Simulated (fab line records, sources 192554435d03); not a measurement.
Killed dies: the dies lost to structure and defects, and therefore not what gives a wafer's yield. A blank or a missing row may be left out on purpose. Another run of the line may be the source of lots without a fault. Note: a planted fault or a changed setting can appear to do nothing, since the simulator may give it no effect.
A struck lot beside a sound one :: flow n5Finfet :: 37 steps out of a route of 1938
Sound: these wafers, L214.3, L214.4, L214.5. Struck: wafer L222.4. (L222.1, L222.5 of the same lot were not struck and are left out.) The cause comes at the end.
At each step with rows: each side's tool, then ch and its chambers, then its first start. Under that, the readings that differ: sound wafers :: struck wafers :: difference of the means :: sigmas: that difference in standard deviations of wafers without a fault.
alike: words and numbers the same on both sides, and readings whose means are apart by under 2 such deviations; not compared: readings that were withheld, readings missing a value for some wafer, numbers with overlapping values and no deviation given by the record, and bounds like >300 which may hide the same value.
Wherever a step has rows on one side only, a row that says differs or no value, or a row with sigmas, the two part there. Non-overlapping numbers with no deviation appear without sigmas and do not part them. A reading missing from all wafers of one side parts the sides only when that side holds two or more wafers.

first, 9 steps without rows for these wafers: N5_BEOL_M4_ANNEAL_95 (time 240 s); N5_BEOL_M4_SPUTTER_96 (material Cu, target thk 4.5 nm, time 8.29 s); N5_BEOL_M4_ECD_50 (material Cu, target thk 300 nm); N5_BEOL_M4_ANNEAL_51 (time 90 s); N5_BEOL_M4_CMP_52 (polishes, stops on SiOC, t overpolish 6.8 s, target thk 40 nm); N5_BEOL_M4_PRE_CLEAN_60 (time 15 s); N5_BEOL_M4_CO_CAP_55 (material Co, precursor CCTBA/H2, target thk 2 nm, time 102.1 s); N5_BEOL_M4_PRE_CLEAN_56 (time 15 s); N5_BEOL_M4_DEP_57 (deposits SiCN from 3MS/NH3, target thk 8 nm, time 14 s).
N5_BEOL_M4_RC_MEAS_101:
  sound on prober-01 ch 0, day 9 17:41; struck on prober-01 ch 0, day 11 20:12
  alike: DIBL_N, DIBL_P, IOFF_N, IOFF_P, ION_N, ION_P, SS_N, SS_P, VT_N, VT_P
then, 24 steps without rows for these wafers: N5_BEOL_M5_ILD_DEP_00 (deposits SiCOH lowk from DEMS/porogen, target thk 140.64 nm, time 25.9 s); N5_BEOL_M5_CURE_79 (cures SiCOH lowk, time 240 s); N5_BEOL_M5_PECVD_70 (deposits SiO2 from TEOS/O2, target thk 16 nm, time 18 s); N5_BEOL_M5_HM_DEP_02 (deposits TiN, target thk 20 nm); N5_BEOL_M5_COAT_59 (time 60 s, resist thk 60 nm); N5_BEOL_M5_COAT_60 (time 60 s, resist thk 12 nm); N5_BEOL_M5_COAT_71 (time 60 s, resist thk 5 nm); N5_BEOL_M5_COAT_05 (resist thk 30 nm); N5_BEOL_M5_EBR_07; N5_BEOL_M5_SOFTBAKE_06 (time 60 s); N5_BEOL_M5_EXPOSE_08 (exposes mask M5, target cd 28 nm); N5_BEOL_M5_PEB_09 (peb time 60 s); N5_BEOL_M5_DEVELOP_10 (develop time 30 s); N5_BEOL_M5_DESCUM_16 (chemistry O2, time 7 s); N5_BEOL_M5_ETCH_72 (etches underlayer in N2/H2, target depth 6.5 nm, time 5.2 s); N5_BEOL_M5_ETCH_61 (etches SiARC in CF4, target depth 15.6 nm, time 26 s); N5_BEOL_M5_ETCH_62 (etches SOC in N2/H2, target depth 75 nm, overetch 15 nm, time 112.5 s); N5_BEOL_M5_STRIP_63 (strips in N2/H2); N5_BEOL_M5_STRIP_73 (strips in N2/H2); N5_BEOL_M5_STRIP_64 (strips in CF4); N5_BEOL_M5_HM_OPEN_17 (chemistry Cl2/BCl3, target TiN, target depth 20 nm, overetch 6 nm); N5_BEOL_M5_STRIP_19 (strips in O2); N5_BEOL_M5_COAT_65 (time 60 s, resist thk 60 nm); N5_BEOL_M5_COAT_66 (time 60 s, resist thk 12 nm).
N5_BEOL_M8_ALD_77: deposits TaN, target thk 2 nm, pulse time 2 s, purge time 3 s.
  sound on aldMetal-03 ch 0,1,2, day 11 09:57; struck on aldMetal-02 ch 3, day 13 12:28
  alike: heaterPowerW, susceptorTempC
-- here the record skips 3 days between the struck wafers' starts before and after, leaving off in module BEOL_M8 and picking up in module BEOL_M15 (first step shown: number 1830 of the route) --
N5_BEOL_M15_RC_MEAS_101:
  sound on prober-01 ch 0, day 13 16:04; struck on prober-02 ch 0, day 16 05:10
reading: COMB_M5 (S/m)
sound: 3.8e-11 3.3e-11 3.3e-11
struck: 5.3e-11
difference: +1.8e-11
sigmas: +3

reading: COMB_M8 (S/m)
sound: 3.3e-11 2.4e-11 2.3e-11
struck: 4e-11
difference: +1e-11
sigmas: +3

reading: COMB_M8_max_site (S/m)
sound: 5e-11 3.5e-11 2.6e-11
struck: 2.14e-10
difference: +1.77e-10
sigmas: +21

reading: SERP_M11 (ohm/um)
sound: 3.11 3.17 3.14
struck: 3.00
difference: -0.14
sigmas: -2

reading: SERP_M11_max_site (ohm/um)
sound: 3.24 3.20 3.31
struck: 3.08
difference: -0.17
sigmas: -2

reading: SERP_M13 (ohm/um)
sound: 0.302 0.306 0.309
struck: 0.294
difference: -0.012
sigmas: -2
  alike: COMB_M10, COMB_M11, COMB_M12, COMB_M13, COMB_M14, COMB_M15, COMB_M6, COMB_M7, COMB_M7_max_site, COMB_M9, SERP_M10, SERP_M12, SERP_M14, SERP_M5, SERP_M6, SERP_M7, SERP_M8, SERP_M9
N5_PASSIVATION_PROBE_49:
  sound on prober-01, day 14 08:02; struck on prober-01, day 16 21:10
reading: killed_at_M0_to_M3
sound: 30 47 29
struck: 60
difference: +25
sigmas: +2

reading: sort_bin_4_leakage (%)
sound: 0 0 0
struck: 0.17
difference: +0.17
sigmas: 
  alike: defectLimitedYield, killed_at_M4_up, killedAtContacts, killedAtFrontEnd, killedAtOther, killedDies, killedOpen, killedShort, sort_bin_5_function, sort_bin_6_memory, sortNPass, sortYieldPct

== WHERE THEY PART ==
Last at N5_PASSIVATION_PROBE_49 as far as this record goes, first at N5_BEOL_M15_RC_MEAS_101.

WHY: the cause the simulator had injected
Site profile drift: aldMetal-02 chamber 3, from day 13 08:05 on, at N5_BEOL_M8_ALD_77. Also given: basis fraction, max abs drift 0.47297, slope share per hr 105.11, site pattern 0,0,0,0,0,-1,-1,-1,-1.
